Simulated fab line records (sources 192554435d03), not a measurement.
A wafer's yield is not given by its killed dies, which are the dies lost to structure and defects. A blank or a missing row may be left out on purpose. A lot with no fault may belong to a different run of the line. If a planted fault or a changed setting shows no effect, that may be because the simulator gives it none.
Lot-split experiment / flow n5-finfet / 21 wafers read from 7 lots, route of 1938 steps

== SPLIT DETAILS ==
At N5_BEOL_M12_EXPOSE_07 (exposes mask V11), the setting dose-mj was moved away from the recipe's 32.5 on 8 of the 21 wafers read, by +2.6% to +7.0%. This setting was run at the recipe's value on the other wafers.

== FROM THE SPLIT TO THE READING: what the file shows between them, 9 steps ==
- N5_BEOL_M12_PEB_08: peb time 90 s
- N5_BEOL_M12_DEVELOP_09: develop time 45 s
- N5_BEOL_M12_HARDBAKE_14: time 120 s
- N5_BEOL_M12_CD_MEAS_10: target cd 140 nm
- N5_BEOL_M12_ETCH_59: etches BARC in N2/H2, target depth 89 nm, overetch 26.7 nm, time 67.9 s (also split here: h2-flow-sccm)
- N5_BEOL_M12_VIA_ETCH_16: etches SiOC in C4F8/O2/Ar, target depth 724.8 nm
- N5_BEOL_M12_STRIP_63: strips in N2/H2
- N5_BEOL_M12_STRIP_71: strips in post etch residue remover, time 60 s
- N5_BEOL_M12_SRD_72: time 30 s, dry time 30 s

== THE READING ==
cd-nm (nm) at N5_BEOL_M12_CD_MEAS_17, where the cd target is 140 nm. On this fab line, fault-free wafers typically give 140.9 nm with a standard deviation of 2.1 nm.

wafer=L077.4; tool, chamber at the split=krf-scanner-01, 0; dose-mj as run=32.5; against the recipe=recipe; cd-nm, nm=140.8; against lot-mates on the recipe=-
wafer=L077.5; tool, chamber at the split=krf-scanner-01, 0; dose-mj as run=34.79; against the recipe=+7.0%; cd-nm, nm=151.3; against lot-mates on the recipe=+10.5
wafer=L077.6; tool, chamber at the split=krf-scanner-01, 0; dose-mj as run=34.79; against the recipe=+7.0%; cd-nm, nm=151.2; against lot-mates on the recipe=+10.4
wafer=L082.2; tool, chamber at the split=krf-scanner-01, 0; dose-mj as run=32.5; against the recipe=recipe; cd-nm, nm=142.1; against lot-mates on the recipe=-
wafer=L082.5; tool, chamber at the split=krf-scanner-01, 0; dose-mj as run=32.5; against the recipe=recipe; cd-nm, nm=138.0; against lot-mates on the recipe=-
wafer=L082.6; tool, chamber at the split=krf-scanner-01, 0; dose-mj as run=32.5; against the recipe=recipe; cd-nm, nm=140.1; against lot-mates on the recipe=-
wafer=L085.3; tool, chamber at the split=krf-scanner-02, 0; dose-mj as run=33.93; against the recipe=+4.4%; cd-nm, nm=143.0; against lot-mates on the recipe=+5.2
wafer=L085.4; tool, chamber at the split=krf-scanner-02, 0; dose-mj as run=32.5; against the recipe=recipe; cd-nm, nm=139.2; against lot-mates on the recipe=-
wafer=L085.5; tool, chamber at the split=krf-scanner-02, 0; dose-mj as run=32.5; against the recipe=recipe; cd-nm, nm=136.5; against lot-mates on the recipe=-
wafer=L087.3; tool, chamber at the split=krf-scanner-01, 0; dose-mj as run=34.34; against the recipe=+5.7%; cd-nm, nm=152.4; against lot-mates on the recipe=+9.7
wafer=L087.4; tool, chamber at the split=krf-scanner-01, 0; dose-mj as run=32.5; against the recipe=recipe; cd-nm, nm=142.9; against lot-mates on the recipe=-
wafer=L087.6; tool, chamber at the split=krf-scanner-01, 0; dose-mj as run=32.5; against the recipe=recipe; cd-nm, nm=142.5; against lot-mates on the recipe=-
wafer=L091.1; tool, chamber at the split=krf-scanner-02, 0; dose-mj as run=32.5; against the recipe=recipe; cd-nm, nm=139.0; against lot-mates on the recipe=-
wafer=L091.2; tool, chamber at the split=krf-scanner-02, 0; dose-mj as run=33.36; against the recipe=+2.6%; cd-nm, nm=142.0; against lot-mates on the recipe=+2.3
wafer=L091.3; tool, chamber at the split=krf-scanner-02, 0; dose-mj as run=32.5; against the recipe=recipe; cd-nm, nm=140.3; against lot-mates on the recipe=-
wafer=L092.1; tool, chamber at the split=krf-scanner-02, 0; dose-mj as run=33.87; against the recipe=+4.2%; cd-nm, nm=141.7; against lot-mates on the recipe=+1.8
wafer=L092.3; tool, chamber at the split=krf-scanner-02, 0; dose-mj as run=32.5; against the recipe=recipe; cd-nm, nm=139.7; against lot-mates on the recipe=-
wafer=L092.5; tool, chamber at the split=krf-scanner-02, 0; dose-mj as run=32.5; against the recipe=recipe; cd-nm, nm=140.2; against lot-mates on the recipe=-
wafer=L095.1; tool, chamber at the split=krf-scanner-01, 0; dose-mj as run=32.5; against the recipe=recipe; cd-nm, nm=141.0; against lot-mates on the recipe=-
wafer=L095.2; tool, chamber at the split=krf-scanner-01, 0; dose-mj as run=33.49; against the recipe=+3.0%; cd-nm, nm=144.9; against lot-mates on the recipe=+3.9
wafer=L095.5; tool, chamber at the split=krf-scanner-01, 0; dose-mj as run=33.49; against the recipe=+3.0%; cd-nm, nm=141.7; against lot-mates on the recipe=+0.7

THE FIT
A straight line over all 21 wafers: cd-nm changes by +1.44 nm for each +1% of dose-mj; r = +0.85; the points scatter about the line by 2.3 nm.
The same after taking each lot's own level away (the mean of its wafers on the recipe; 21 wafers): +1.35 nm for each +1%; r = +0.91; scatter 1.6 nm.
Per that fit: largest dose-mj move, reading shift of 9.5 nm.
From 137.85 to 142.70 nm: that is the span of the lots' own levels, equal to 2.3 times the standard deviation above.
The two slopes agree, so the slope changes little with the lot-to-lot level.
Check: with one of the wafers moved furthest among these (+7.0%) left out of the fit, the line predicts +8.82 nm for it against its lot-mates. It came out at +10.5 nm against them.

== THESE WAFERS: OTHER SPLITS ==
These wafers also went through other splits before the reading. Each is held against what the fit with the lots' levels taken away leaves over:
other split on the same wafers=N5_BEOL_M10_ETCH_62 time-s; wafers away from the commonest value=5; r with cd-nm (lot level and that fit taken away)=-0.08
other split on the same wafers=N5_BEOL_M11_ETCH_62 time-s; wafers away from the commonest value=7; r with cd-nm (lot level and that fit taken away)=+0.01
other split on the same wafers=N5_BEOL_M12_ETCH_59 h2-flow-sccm; wafers away from the commonest value=4; r with cd-nm (lot level and that fit taken away)=+0.18

== THE WHOLE CHAIN: every reading that the file lists as answering this split, in the file's order ==
step=N5_BEOL_M12_CD_MEAS_10; what it does=target cd 140 nm; reading=cd-nm; change (the file's fit)=+1.25 nm for each +1% of the setting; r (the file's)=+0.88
step=N5_BEOL_M12_CD_MEAS_17; what it does=target cd 140 nm; reading=cd-nm; change (the file's fit)=+1.27 nm for each +1% of the setting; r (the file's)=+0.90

== FILE'S OWN FIT ==
cd-nm changes by +1.27 nm for each +1% of dose-mj, r = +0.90.
